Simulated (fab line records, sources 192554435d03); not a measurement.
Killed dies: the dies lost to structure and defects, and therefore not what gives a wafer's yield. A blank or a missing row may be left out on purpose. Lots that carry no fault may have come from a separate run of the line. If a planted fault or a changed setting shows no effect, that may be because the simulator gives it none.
Which tool is to blame? || flow n5 finfet || Sampling: 7 lots, 18 wafers, 8 of 1938 route steps

WHAT EACH GAUGE READ, for each wafer
N5_BEOL_M10_OCD_MEAS_38. Usual: trench depth nm at 148 nm, with a standard deviation of 3.5.
{"lot": "L804", "measured": "day 9 21:29", "on": "ocd-02", "trench depth nm (nm)": "148 144 141", "flag": ""}
{"lot": "L812", "measured": "day 11 21:28", "on": "ocd-01", "trench depth nm (nm)": "153 148 145", "flag": ""}
{"lot": "L816", "measured": "day 13 07:21", "on": "ocd-02", "trench depth nm (nm)": "149 152 151", "flag": ""}
{"lot": "L819", "measured": "day 14 12:25", "on": "ocd-01", "trench depth nm (nm)": "151 144 144", "flag": ""}
{"lot": "L822", "measured": "day 15 00:41", "on": "ocd-01", "trench depth nm (nm)": "102 103 109", "flag": "OFF"}
{"lot": "L825", "measured": "day 16 11:26", "on": "ocd-02", "trench depth nm (nm)": "102 101", "flag": "OFF"}
{"lot": "L826", "measured": "day 16 23:44", "on": "ocd-02", "trench depth nm (nm)": 102, "flag": "OFF"}

N5_BEOL_M10_THK_MEAS_53: measures by xrf. Usual: M10_THK gives 142 nm (standard deviation 4.3).
{"lot": "L804", "measured": "day 10 00:10", "on": "film metro-02", "M10_THK (nm)": "140 138 135", "flag": ""}
{"lot": "L812", "measured": "day 12 00:25", "on": "film metro-01", "M10_THK (nm)": "147 144 140", "flag": ""}
{"lot": "L816", "measured": "day 13 11:16", "on": "film metro-02", "M10_THK (nm)": "141 142 142", "flag": ""}
{"lot": "L819", "measured": "day 14 17:43", "on": "film metro-02", "M10_THK (nm)": "143 134 137", "flag": ""}
{"lot": "L822", "measured": "day 15 04:27", "on": "film metro-01", "M10_THK (nm)": "94 99 106", "flag": "OFF"}
{"lot": "L825", "measured": "day 16 14:01", "on": "film metro-02", "M10_THK (nm)": "93 91", "flag": "OFF"}
{"lot": "L826", "measured": "day 17 02:28", "on": "film metro-01", "M10_THK (nm)": 94, "flag": "OFF"}

N5_BEOL_M10_RS_MEAS_57: measurement is done with a four-point probe. Usual: M10_RS gives 0.151 ohm/sq (standard deviation 0.0049).
{"lot": "L804", "measured": "day 10 00:19", "on": "film metro-02", "M10_RS (ohm/sq)": "0.152 0.155 0.159", "flag": ""}
{"lot": "L812", "measured": "day 12 00:34", "on": "film metro-02", "M10_RS (ohm/sq)": "0.144 0.148 0.152", "flag": ""}
{"lot": "L816", "measured": "day 13 11:25", "on": "film metro-02", "M10_RS (ohm/sq)": "0.150 0.148 0.149", "flag": ""}
{"lot": "L819", "measured": "day 14 17:51", "on": "film metro-02", "M10_RS (ohm/sq)": "0.150 0.161 0.158", "flag": ""}
{"lot": "L822", "measured": "day 15 04:35", "on": "film metro-02", "M10_RS (ohm/sq)": "0.239 0.228 0.211", "flag": "OFF"}
{"lot": "L825", "measured": "day 16 14:09", "on": "film metro-02", "M10_RS (ohm/sq)": "0.243 0.247", "flag": "OFF"}
{"lot": "L826", "measured": "day 17 02:37", "on": "film metro-02", "M10_RS (ohm/sq)": 0.238, "flag": "OFF"}

N5_BEOL_M15_RC_MEAS_101. Usual: COMB_M11 1.43e-11 S/m, standard deviation 2.9e-12; COMB_M11_max_site 2e-11 S/m, standard deviation 4.3e-12; COMB_M12 6.5e-12 S/m, standard deviation 1.3e-12; COMB_M13 4.9e-12 S/m, standard deviation 1.1e-12; COMB_M14 3.8e-12 S/m, standard deviation 6.9e-13; COMB_M15 2.6e-12 S/m, standard deviation 6.2e-13; COMB_M5 3.5e-11 S/m, standard deviation 7.7e-12; COMB_M6 2.5e-11 S/m, standard deviation 4.4e-12; COMB_M7 2.6e-11 S/m, standard deviation 5.1e-12; COMB_M8 2.6e-11 S/m, standard deviation 5.2e-12; COMB_M9 1.46e-11 S/m, standard deviation 2.8e-12; SERP_M10 3.08 ohm/um, standard deviation 0.11; SERP_M10_max_site 3.16 ohm/um, standard deviation 0.12; SERP_M11 3.01 ohm/um, standard deviation 0.091; SERP_M12 0.637 ohm/um, standard deviation 0.022; SERP_M13 0.306 ohm/um, standard deviation 0.0061; SERP_M14 0.160 ohm/um, standard deviation 0.0056; SERP_M5 38.8 ohm/um, standard deviation 2.2; SERP_M6 13.5 ohm/um, standard deviation 0.65; SERP_M7 13.6 ohm/um, standard deviation 0.67; SERP_M8 13.5 ohm/um, standard deviation 0.72; SERP_M9 3.10 ohm/um, standard deviation 0.088; SERP_M9_max_site 3.18 ohm/um, standard deviation 0.094.
{"lot": "L804", "measured": "day 11 14:20", "on": "prober-01", "COMB_M11 (S/m)": "1.81e-11 1.46e-11 1.46e-11", "COMB_M11_max_site (S/m)": "2.3e-11 2.1e-11 2.5e-11", "COMB_M12 (S/m)": "8.2e-12 8.1e-12 4.3e-12", "COMB_M13 (S/m)": "5.3e-12 4.6e-12 4.6e-12", "COMB_M14 (S/m)": "3.5e-12 4.6e-12 3.3e-12", "COMB_M15 (S/m)": "2.3e-12 3.1e-12 2.3e-12", "COMB_M5 (S/m)": "4e-11 2.4e-11 2.4e-11", "COMB_M6 (S/m)": "2.4e-11 2.5e-11 2.3e-11", "COMB_M7 (S/m)": "2e-11 2e-11 2.4e-11", "COMB_M8 (S/m)": "2.7e-11 3.1e-11 2e-11", "COMB_M9 (S/m)": "1.43e-11 1.32e-11 1.42e-11", "SERP_M10 (ohm/um)": "3.09 3.07 3.19", "SERP_M10_max_site (ohm/um)": "3.17 3.17 3.31", "SERP_M11 (ohm/um)": "3.11 2.98 3.05", "SERP_M12 (ohm/um)": "0.674 0.642 0.672", "SERP_M13 (ohm/um)": "0.303 0.308 0.308", "SERP_M14 (ohm/um)": "0.170 0.159 0.163", "SERP_M5 (ohm/um)": "40.3 37.5 41.4", "SERP_M6 (ohm/um)": "14.2 13.5 13.7", "SERP_M7 (ohm/um)": "13.7 14.3 13.8", "SERP_M8 (ohm/um)": "14.4 13.7 15.1", "SERP_M9 (ohm/um)": "3.14 3.13 3.10", "SERP_M9_max_site (ohm/um)": "3.19 3.16 3.19", "flag": ""}
{"lot": "L812", "measured": "day 13 15:31", "on": "prober-02", "COMB_M11 (S/m)": "1.5e-11 1.61e-11 1.6e-11", "COMB_M11_max_site (S/m)": "1.8e-11 2.3e-11 1.8e-11", "COMB_M12 (S/m)": "8.5e-12 9e-12 7.7e-12", "COMB_M13 (S/m)": "6.7e-12 5.1e-12 4.2e-12", "COMB_M14 (S/m)": "3.9e-12 4.5e-12 3.6e-12", "COMB_M15 (S/m)": "2.1e-12 2.6e-12 2.2e-12", "COMB_M5 (S/m)": "3e-11 2.6e-11 3.3e-11", "COMB_M6 (S/m)": "1.8e-11 2.6e-11 3.4e-11", "COMB_M7 (S/m)": "2.4e-11 2.4e-11 2.5e-11", "COMB_M8 (S/m)": "2e-11 3.7e-11 2.1e-11", "COMB_M9 (S/m)": "1.93e-11 2.18e-11 2.2e-11", "SERP_M10 (ohm/um)": "2.90 3.03 3.14", "SERP_M10_max_site (ohm/um)": "3.06 3.18 3.27", "SERP_M11 (ohm/um)": "3.07 2.97 3.08", "SERP_M12 (ohm/um)": "0.636 0.624 0.650", "SERP_M13 (ohm/um)": "0.301 0.305 0.305", "SERP_M14 (ohm/um)": "0.162 0.159 0.160", "SERP_M5 (ohm/um)": "41.0 40.2 43.3", "SERP_M6 (ohm/um)": "13.7 13.5 14.2", "SERP_M7 (ohm/um)": "14.6 14.9 15.1", "SERP_M8 (ohm/um)": "12.9 12.7 12.6", "SERP_M9 (ohm/um)": "3.01 3.23 3.16", "SERP_M9_max_site (ohm/um)": "3.15 3.29 3.21", "flag": ""}
{"lot": "L816", "measured": "day 15 03:05", "on": "prober-01", "COMB_M11 (S/m)": "1.36e-11 1.28e-11 1.24e-11", "COMB_M11_max_site (S/m)": "1.7e-11 2.2e-11 1.8e-11", "COMB_M12 (S/m)": "6e-12 8.1e-12 8.1e-12", "COMB_M13 (S/m)": "3.6e-12 3.2e-12 3e-12", "COMB_M14 (S/m)": "3.7e-12 4.2e-12 3.7e-12", "COMB_M15 (S/m)": "2e-12 2.2e-12 1.5e-12", "COMB_M5 (S/m)": "3.5e-11 3.2e-11 3.6e-11", "COMB_M6 (S/m)": "3.4e-11 2.4e-11 2.1e-11", "COMB_M7 (S/m)": "2.4e-11 2.4e-11 2.1e-11", "COMB_M8 (S/m)": "3.1e-11 3.6e-11 2.1e-11", "COMB_M9 (S/m)": "1.81e-11 2.11e-11 1.94e-11", "SERP_M10 (ohm/um)": "3.18 3.19 3.11", "SERP_M10_max_site (ohm/um)": "3.26 3.26 3.23", "SERP_M11 (ohm/um)": "2.95 3.08 3.11", "SERP_M12 (ohm/um)": "0.678 0.630 0.604", "SERP_M13 (ohm/um)": "0.300 0.313 0.309", "SERP_M14 (ohm/um)": "0.173 0.154 0.170", "SERP_M5 (ohm/um)": "40.3 39.8 40.7", "SERP_M6 (ohm/um)": "14.2 13.9 14.2", "SERP_M7 (ohm/um)": "12.9 13.1 13.9", "SERP_M8 (ohm/um)": "14.5 11.8 13.1", "SERP_M9 (ohm/um)": "3.08 3.12 2.97", "SERP_M9_max_site (ohm/um)": "3.09 3.17 3.09", "flag": ""}
{"lot": "L819", "measured": "day 16 16:48", "on": "prober-02", "COMB_M11 (S/m)": "1.2e-11 1.47e-11 9.4e-12", "COMB_M11_max_site (S/m)": "1.8e-11 2e-11 1.4e-11", "COMB_M12 (S/m)": "5.1e-12 5.4e-12 6.3e-12", "COMB_M13 (S/m)": "5.4e-12 5.9e-12 5e-12", "COMB_M14 (S/m)": "4.1e-12 3.1e-12 3.5e-12", "COMB_M15 (S/m)": "3.9e-12 3.5e-12 3.2e-12", "COMB_M5 (S/m)": "3.5e-11 2.4e-11 2.9e-11", "COMB_M6 (S/m)": "2e-11 2.5e-11 2.8e-11", "COMB_M7 (S/m)": "2.6e-11 2.3e-11 2.9e-11", "COMB_M8 (S/m)": "2.6e-11 2.9e-11 2.3e-11", "COMB_M9 (S/m)": "1.01e-11 1.29e-11 1.15e-11", "SERP_M10 (ohm/um)": "3.06 3.22 3.23", "SERP_M10_max_site (ohm/um)": "3.12 3.37 3.32", "SERP_M11 (ohm/um)": "2.92 2.88 3.01", "SERP_M12 (ohm/um)": "0.659 0.621 0.636", "SERP_M13 (ohm/um)": "0.299 0.303 0.301", "SERP_M14 (ohm/um)": "0.154 0.151 0.159", "SERP_M5 (ohm/um)": "40.7 36.2 35.3", "SERP_M6 (ohm/um)": "12.5 13.6 13.4", "SERP_M7 (ohm/um)": "12.9 12.7 13.7", "SERP_M8 (ohm/um)": "14.8 14.7 14.1", "SERP_M9 (ohm/um)": "3.18 3.14 3.29", "SERP_M9_max_site (ohm/um)": "3.22 3.20 3.41", "flag": ""}
{"lot": "L822", "measured": "day 16 19:33", "on": "prober-02", "COMB_M11 (S/m)": "1.88e-11 1.41e-11 1.16e-11", "COMB_M11_max_site (S/m)": "2.6e-11 2.3e-11 1.6e-11", "COMB_M12 (S/m)": "6e-12 7.3e-12 7.3e-12", "COMB_M13 (S/m)": "7.1e-12 4.8e-12 5.1e-12", "COMB_M14 (S/m)": "4.9e-12 4.2e-12 4.2e-12", "COMB_M15 (S/m)": "3.4e-12 2.6e-12 1.8e-12", "COMB_M5 (S/m)": "4.6e-11 3.2e-11 2.3e-11", "COMB_M6 (S/m)": "2.3e-11 2.1e-11 1.9e-11", "COMB_M7 (S/m)": "2.6e-11 3.3e-11 2.8e-11", "COMB_M8 (S/m)": "3.4e-11 3.5e-11 3.1e-11", "COMB_M9 (S/m)": "1.28e-11 1.66e-11 1.32e-11", "SERP_M10 (ohm/um)": "4.79 4.61 4.25", "SERP_M10_max_site (ohm/um)": "4.83 4.73 4.35", "SERP_M11 (ohm/um)": "2.96 2.99 2.83", "SERP_M12 (ohm/um)": "0.642 0.629 0.641", "SERP_M13 (ohm/um)": "0.304 0.313 0.308", "SERP_M14 (ohm/um)": "0.163 0.163 0.163", "SERP_M5 (ohm/um)": "40.5 38.5 39.0", "SERP_M6 (ohm/um)": "14.3 14.4 13.8", "SERP_M7 (ohm/um)": "13.6 13.7 13.6", "SERP_M8 (ohm/um)": "14.0 12.3 12.0", "SERP_M9 (ohm/um)": "3.19 3.07 3.00", "SERP_M9_max_site (ohm/um)": "3.30 3.20 3.05", "flag": "OFF"}

EACH LOT AND THE TOOL THAT RAN IT (in order: tool; ch and the chambers of the sampled wafers; start)
{"lot": "L804", "N5_BEOL_M10_ETCH_61": "rie diel-04 ch 2,3, day 9 17:25", "N5_BEOL_M10_DESCUM_33": "rie diel-04 ch 1,2,3, day 9 20:59", "N5_BEOL_M10_TRENCH_ETCH_37": "rie diel-04 ch 1,2,3, day 9 21:18", "N5_BEOL_M10_DEGAS_44": "pvd sputter-02, day 9 22:00"}
{"lot": "L812", "N5_BEOL_M10_ETCH_61": "rie diel-04 ch 0,1,3, day 11 18:42", "N5_BEOL_M10_DESCUM_33": "rie diel-06 ch 0,2,3, day 11 20:58", "N5_BEOL_M10_TRENCH_ETCH_37": "rie diel-06 ch 0,2,3, day 11 21:17", "N5_BEOL_M10_DEGAS_44": "pvd sputter-01, day 11 22:06"}
{"lot": "L816", "N5_BEOL_M10_ETCH_61": "rie diel-05 ch 0,1,3, day 13 05:32", "N5_BEOL_M10_DESCUM_33": "rie diel-05 ch 0,1,3, day 13 06:51", "N5_BEOL_M10_TRENCH_ETCH_37": "rie diel-05 ch 0,1,3, day 13 07:10", "N5_BEOL_M10_DEGAS_44": "pvd sputter-01, day 13 08:01"}
{"lot": "L819", "N5_BEOL_M10_ETCH_61": "rie diel-04 ch 0,1, day 14 10:13", "N5_BEOL_M10_DESCUM_33": "rie diel-04 ch 1,2,3, day 14 11:55", "N5_BEOL_M10_TRENCH_ETCH_37": "rie diel-04 ch 1,2,3, day 14 12:13", "N5_BEOL_M10_DEGAS_44": "pvd sputter-02, day 14 13:39"}
{"lot": "L822", "N5_BEOL_M10_ETCH_61": "rie diel-06 ch 1,2,3, day 14 21:32", "N5_BEOL_M10_DESCUM_33": "rie diel-06 ch 0,1, day 15 00:11", "N5_BEOL_M10_TRENCH_ETCH_37": "rie diel-06 ch 0,1, day 15 00:30", "N5_BEOL_M10_DEGAS_44": "pvd sputter-02, day 15 01:38"}
{"lot": "L825", "N5_BEOL_M10_ETCH_61": "rie diel-05 ch 2,3, day 16 08:39", "N5_BEOL_M10_DESCUM_33": "rie diel-04 ch 0,2, day 16 10:56", "N5_BEOL_M10_TRENCH_ETCH_37": "rie diel-04 ch 0,2, day 16 11:15", "N5_BEOL_M10_DEGAS_44": "pvd sputter-02, day 16 12:31"}
{"lot": "L826", "N5_BEOL_M10_ETCH_61": "rie diel-05 ch 1, day 16 21:34", "N5_BEOL_M10_DESCUM_33": "rie diel-05 ch 3, day 16 23:15", "N5_BEOL_M10_TRENCH_ETCH_37": "rie diel-05 ch 3, day 16 23:34", "N5_BEOL_M10_DEGAS_44": "pvd sputter-02, day 17 00:56"}
- N5_BEOL_M10_ETCH_61: etches SiARC in CF4, target depth 39 nm, time 65 s.
- N5_BEOL_M10_DESCUM_33: chemistry O2, time 7.9 s.
- N5_BEOL_M10_TRENCH_ETCH_37: etches SiCOH lowk in C4F6/O2, target depth 148.83 nm, time 48 s.
- N5_BEOL_M10_DEGAS_44: time 60 s.

AS READ BY THE TOOLS THEMSELVES (means over the sampled wafers that have a number; for cases with no such wafer, the mark the record gives instead)
N5_BEOL_M10_ETCH_61. Usual: bias w 36.01 W, standard deviation 0.097; drypump motor current A 5.8 A, standard deviation 0.42; etch rf on time s 64.7 s, standard deviation 1.9; oes product au 0.70 a.u., standard deviation 0.087; rf fwd power W 537.7 W, standard deviation 2; rf vpp V 183.9 V, standard deviation 1.2; showerhead plenum p Torr 2.13 Torr, standard deviation 0.086; throttle valve pct 15.49 %, standard deviation 0.21.
{"lot": "L804", "tool": "rie diel-04", "bias w (W)": 36.15, "drypump motor current A (A)": 5.6, "etch rf on time s (s)": 65.1, "oes product au (a.u.)": 0.65, "rf fwd power W (W)": 536.7, "rf vpp V (V)": 184.5, "showerhead plenum p Torr (Torr)": 2.16, "throttle valve pct (%)": 15.54, "flag": ""}
{"lot": "L812", "tool": "rie diel-04", "bias w (W)": 36.07, "drypump motor current A (A)": 5.4, "etch rf on time s (s)": 65.7, "oes product au (a.u.)": 0.70, "rf fwd power W (W)": 538.8, "rf vpp V (V)": 183.8, "showerhead plenum p Torr (Torr)": 2.13, "throttle valve pct (%)": 15.26, "flag": ""}
{"lot": "L816", "tool": "rie diel-05", "bias w (W)": 36.00, "drypump motor current A (A)": 5.8, "etch rf on time s (s)": 64.7, "oes product au (a.u.)": 0.74, "rf fwd power W (W)": 537.2, "rf vpp V (V)": 183.6, "showerhead plenum p Torr (Torr)": 2.15, "throttle valve pct (%)": 15.42, "flag": ""}
{"lot": "L819", "tool": "rie diel-04", "bias w (W)": 36.00, "drypump motor current A (A)": 5.5, "etch rf on time s (s)": 66.3, "oes product au (a.u.)": 0.69, "rf fwd power W (W)": 536.2, "rf vpp V (V)": 184.0, "showerhead plenum p Torr (Torr)": 2.19, "throttle valve pct (%)": 15.30, "flag": ""}
{"lot": "L822", "tool": "rie diel-06", "bias w (W)": 36.05, "drypump motor current A (A)": 6.0, "etch rf on time s (s)": 63.6, "oes product au (a.u.)": 0.68, "rf fwd power W (W)": 537.2, "rf vpp V (V)": 182.9, "showerhead plenum p Torr (Torr)": 2.05, "throttle valve pct (%)": 15.60, "flag": ""}
{"lot": "L825", "tool": "rie diel-05", "bias w (W)": 35.97, "drypump motor current A (A)": 5.3, "etch rf on time s (s)": 65.8, "oes product au (a.u.)": 0.77, "rf fwd power W (W)": 537.2, "rf vpp V (V)": 183.2, "showerhead plenum p Torr (Torr)": 2.16, "throttle valve pct (%)": 15.40, "flag": ""}
{"lot": "L826", "tool": "rie diel-05", "bias w (W)": 36.01, "drypump motor current A (A)": 6.1, "etch rf on time s (s)": 64.1, "oes product au (a.u.)": 0.67, "rf fwd power W (W)": 536.7, "rf vpp V (V)": 184.2, "showerhead plenum p Torr (Torr)": 2.07, "throttle valve pct (%)": 15.37, "flag": ""}

N5_BEOL_M10_DESCUM_33. Usual: drypump motor current A 5.8 A, standard deviation 0.43; oes product au 0.82 a.u., standard deviation 0.1; rf fwd power W 49.30 W, standard deviation 0.2; rf vpp V 243.0 V, standard deviation 1.6; showerhead plenum p Torr 2.09 Torr, standard deviation 0.099; throttle valve pct 20.30 %, standard deviation 0.23.
{"lot": "L804", "tool": "rie diel-04", "drypump motor current A (A)": 5.5, "oes product au (a.u.)": 0.75, "rf fwd power W (W)": 49.34, "rf vpp V (V)": 242.2, "showerhead plenum p Torr (Torr)": 2.07, "throttle valve pct (%)": 20.24, "flag": ""}
{"lot": "L812", "tool": "rie diel-06", "drypump motor current A (A)": 6.1, "oes product au (a.u.)": 0.81, "rf fwd power W (W)": 49.35, "rf vpp V (V)": 242.7, "showerhead plenum p Torr (Torr)": 2.01, "throttle valve pct (%)": 20.34, "flag": ""}
{"lot": "L816", "tool": "rie diel-05", "drypump motor current A (A)": 5.8, "oes product au (a.u.)": 0.88, "rf fwd power W (W)": 49.39, "rf vpp V (V)": 244.1, "showerhead plenum p Torr (Torr)": 2.11, "throttle valve pct (%)": 20.35, "flag": ""}
{"lot": "L819", "tool": "rie diel-04", "drypump motor current A (A)": 5.5, "oes product au (a.u.)": 0.72, "rf fwd power W (W)": 49.24, "rf vpp V (V)": 242.8, "showerhead plenum p Torr (Torr)": 2.06, "throttle valve pct (%)": 20.31, "flag": ""}
{"lot": "L822", "tool": "rie diel-06", "drypump motor current A (A)": 6.4, "oes product au (a.u.)": 0.87, "rf fwd power W (W)": 49.28, "rf vpp V (V)": 242.3, "showerhead plenum p Torr (Torr)": 2.05, "throttle valve pct (%)": 20.38, "flag": ""}
{"lot": "L825", "tool": "rie diel-04", "drypump motor current A (A)": 5.7, "oes product au (a.u.)": 0.76, "rf fwd power W (W)": 49.27, "rf vpp V (V)": 243.8, "showerhead plenum p Torr (Torr)": 2.20, "throttle valve pct (%)": 20.50, "flag": ""}
{"lot": "L826", "tool": "rie diel-05", "drypump motor current A (A)": 5.6, "oes product au (a.u.)": 0.89, "rf fwd power W (W)": 49.44, "rf vpp V (V)": 243.1, "showerhead plenum p Torr (Torr)": 2.03, "throttle valve pct (%)": 20.36, "flag": ""}

N5_BEOL_M10_TRENCH_ETCH_37. Usual: bias w 184.9 W, standard deviation 0.53; drypump motor current A 5.8 A, standard deviation 0.44; oes product au 0.82 a.u., standard deviation 0.095; rf fwd power W 341.0 W, standard deviation 1.3; rf vpp V 658 V, standard deviation 17; run length s 71.0 s, standard deviation 0.47; showerhead plenum p Torr 2.83 Torr, standard deviation 0.13; throttle valve pct 20.79 %, standard deviation 0.18.
{"lot": "L804", "tool": "rie diel-04", "bias w (W)": 185.4, "drypump motor current A (A)": 5.5, "oes product au (a.u.)": 0.75, "rf fwd power W (W)": 342.2, "rf vpp V (V)": 653, "run length s (s)": 71.0, "showerhead plenum p Torr (Torr)": 2.81, "throttle valve pct (%)": 20.70, "flag": ""}
{"lot": "L812", "tool": "rie diel-06", "bias w (W)": 185.0, "drypump motor current A (A)": 6.2, "oes product au (a.u.)": 0.81, "rf fwd power W (W)": 340.8, "rf vpp V (V)": 658, "run length s (s)": 70.8, "showerhead plenum p Torr (Torr)": 2.73, "throttle valve pct (%)": 20.82, "flag": ""}
{"lot": "L816", "tool": "rie diel-05", "bias w (W)": 184.9, "drypump motor current A (A)": 5.8, "oes product au (a.u.)": 0.87, "rf fwd power W (W)": 339.8, "rf vpp V (V)": 662, "run length s (s)": 71.4, "showerhead plenum p Torr (Torr)": 2.88, "throttle valve pct (%)": 20.88, "flag": ""}
{"lot": "L819", "tool": "rie diel-04", "bias w (W)": 184.9, "drypump motor current A (A)": 5.4, "oes product au (a.u.)": 0.72, "rf fwd power W (W)": 339.7, "rf vpp V (V)": 653, "run length s (s)": 71.0, "showerhead plenum p Torr (Torr)": 2.79, "throttle valve pct (%)": 20.76, "flag": ""}
{"lot": "L822", "tool": "rie diel-06", "bias w (W)": 185.4, "drypump motor current A (A)": 6.4, "oes product au (a.u.)": 0.88, "rf fwd power W (W)": 340.0, "rf vpp V (V)": 659, "run length s (s)": 59.6, "showerhead plenum p Torr (Torr)": 2.78, "throttle valve pct (%)": 20.90, "flag": "OFF"}
{"lot": "L825", "tool": "rie diel-04", "bias w (W)": 185.1, "drypump motor current A (A)": 5.7, "oes product au (a.u.)": 0.77, "rf fwd power W (W)": 339.3, "rf vpp V (V)": 656, "run length s (s)": 59.2, "showerhead plenum p Torr (Torr)": 2.96, "throttle valve pct (%)": 20.91, "flag": "OFF"}
{"lot": "L826", "tool": "rie diel-05", "bias w (W)": 184.7, "drypump motor current A (A)": 5.6, "oes product au (a.u.)": 0.86, "rf fwd power W (W)": 339.4, "rf vpp V (V)": 639, "run length s (s)": 60.2, "showerhead plenum p Torr (Torr)": 2.80, "throttle valve pct (%)": 21.07, "flag": "OFF"}

N5_BEOL_M10_DEGAS_44. Usual: heater power w at 326 W, with a standard deviation of 30.
{"lot": "L804", "tool": "pvd sputter-02", "heater power w (W)": 344, "flag": ""}
{"lot": "L812", "tool": "pvd sputter-01", "heater power w (W)": 317, "flag": ""}
{"lot": "L816", "tool": "pvd sputter-01", "heater power w (W)": 310, "flag": ""}
{"lot": "L819", "tool": "pvd sputter-02", "heater power w (W)": 337, "flag": ""}
{"lot": "L822", "tool": "pvd sputter-02", "heater power w (W)": 361, "flag": ""}
{"lot": "L825", "tool": "pvd sputter-02", "heater power w (W)": 353, "flag": ""}
{"lot": "L826", "tool": "pvd sputter-02", "heater power w (W)": 328, "flag": ""}

THE ANSWER, worked out from the rows above alone
Rule: take the mean of a lot's wafers that have a number; if it is more than 3 standard deviations from the usual mean, the lot is off. A lot without any number at a reading at which 4 lots or more have one is off too. All remaining lots with rows at the step are treated as sound. After the gauges, taken in route order, come the tools' own readings; for these a lot's mean is taken, as printed above. At the first step where some lot is off, the reading lying furthest off is the one used; lots without a number count as furthest.
Off at N5_BEOL_M10_OCD_MEAS_38 (trench depth nm): L822, L825, L826.
A tool fits if, at a process step before that reading, it ran every lot that is off, and no sound lot after the first of them. The gauges at N5_BEOL_M10_OCD_MEAS_38 aren't tried: what is off there is off at N5_BEOL_M10_THK_MEAS_53 too, on other tools, and a gauge's error can't cause that. Of those tried, none fits.

WHAT HAD BEEN PUT IN BY THE SIMULATOR
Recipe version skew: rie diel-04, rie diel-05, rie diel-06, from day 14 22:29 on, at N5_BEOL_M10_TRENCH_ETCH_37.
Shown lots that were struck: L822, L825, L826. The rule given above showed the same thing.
